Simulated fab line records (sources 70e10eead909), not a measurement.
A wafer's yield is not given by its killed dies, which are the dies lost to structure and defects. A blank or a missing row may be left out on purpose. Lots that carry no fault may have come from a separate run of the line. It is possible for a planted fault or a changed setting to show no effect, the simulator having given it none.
Chamber matching + flow nand harc + 4 sister chambers for NHARC_A_STAIRCASE_STRIP_476 on rie diel-09
The step strips in O2, time 20 s. 18 wafers are shown with their chamber, then 9 later ones without.

## WAFERS WITH THEIR CHAMBER
| wafer  | chamber | showerhead plenum p Torr (Torr) | drypump motor current A (A) | rf vpp V (V) |
|--------|---------|---------------------------------|-----------------------------|--------------|
| L075.2 | 3       | 3.55                            | 5.3                         | 57.2         |
| L075.3 | 0       | 3.36                            | 4.8                         | 57.2         |
| L075.6 | 1       | 3.81                            | 5.4                         | 59.2         |
| L077.1 | 1       | 3.80                            | 5.4                         | 58.5         |
| L077.4 | 1       | 3.80                            | 5.4                         | 59.2         |
| L077.6 | 3       | 3.55                            | 5.3                         | 59.6         |
| L076.1 | 3       | 3.55                            | 5.2                         | 56.7         |
| L076.3 | 0       | 3.36                            | 4.9                         | 57.0         |
| L076.4 | 1       | 3.80                            | 5.4                         | 58.1         |
| L088.2 | 0       | 3.34                            | 4.8                         | 57.6         |
| L088.5 | 0       | 3.34                            | 4.8                         | 57.4         |
| L088.6 | 3       | 3.54                            | 5.2                         | 59.0         |
| L085.4 | 3       | 3.54                            | 5.3                         | 56.6         |
| L085.5 | 1       | 3.80                            | 5.4                         | 59.0         |
| L085.6 | 2       | 3.55                            | 5.3                         | 59.9         |
| L089.2 | 1       | 3.79                            | 5.4                         | 57.3         |
| L089.3 | 3       | 3.54                            | 5.2                         | 58.2         |
| L089.6 | 3       | 3.54                            | 5.2                         | 58.0         |

SIGNATURES (averages over the wafers above)
| reading                  | chamber 0 | chamber 1 | chamber 2 | chamber 3 | scatter within a chamber |
|--------------------------|-----------|-----------|-----------|-----------|--------------------------|
| showerhead plenum p Torr | 3.3500    | 3.8000    | 3.5500    | 3.5443    | 0.00742                  |
| drypump motor current A  | 4.825     | 5.400     | 5.300     | 5.243     | 0.042                    |
| rf vpp V                 | 57.300    | 58.550    | 59.900    | 57.900    | 0.88                     |
Rule: for a wafer and a chamber, the distance is found by dividing, reading by reading, the gap between the wafer's reading and the chamber's mean by the reading's scatter, squaring, summing and taking the root. If the next closest chamber is less than 2 further off than the closest, the wafer can't be placed; otherwise it belongs to the closest. The scatter is the square root of a quotient: the sum, over the shown wafers, of each reading's squared deviation from its chamber's mean, divided by wafers minus chambers.

## WAFERS WITH NO CHAMBER GIVEN
| wafer  | showerhead plenum p Torr (Torr) | drypump motor current A (A) | rf vpp V (V) |
|--------|---------------------------------|-----------------------------|--------------|
| L091.1 | 3.34                            | 4.8                         | 58.1         |
| L091.3 | 3.79                            | 5.4                         | 59.9         |
| L091.4 | 3.54                            | 5.3                         | 57.9         |
| L092.2 | 3.79                            | 5.4                         | 59.2         |
| L092.5 | 3.79                            | 5.4                         | 58.1         |
| L092.6 | 3.34                            | 4.9                         | 55.8         |
| L097.3 | 3.34                            | 4.9                         | 57.0         |
| L097.4 | 3.53                            | 5.3                         | 58.5         |
| L097.6 | 3.53                            | 5.3                         | 56.6         |

## WHICH CHAMBER EACH ONE RAN IN
| wafer  | from the rows above     | in truth |
|--------|-------------------------|----------|
| L091.1 | 0                       | 0        |
| L091.3 | 1                       | 1        |
| L091.4 | can't be placed: 3 or 2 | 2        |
| L092.2 | 1                       | 1        |
| L092.5 | 1                       | 1        |
| L092.6 | 0                       | 0        |
| L097.3 | 0                       | 0        |
| L097.4 | can't be placed: 3 or 2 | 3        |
| L097.6 | can't be placed: 3 or 2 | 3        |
Correctly placed: 6 of 9. Not placeable from these rows: 3 (in 3, the candidates include the true chamber). Wrongly placed: 0.
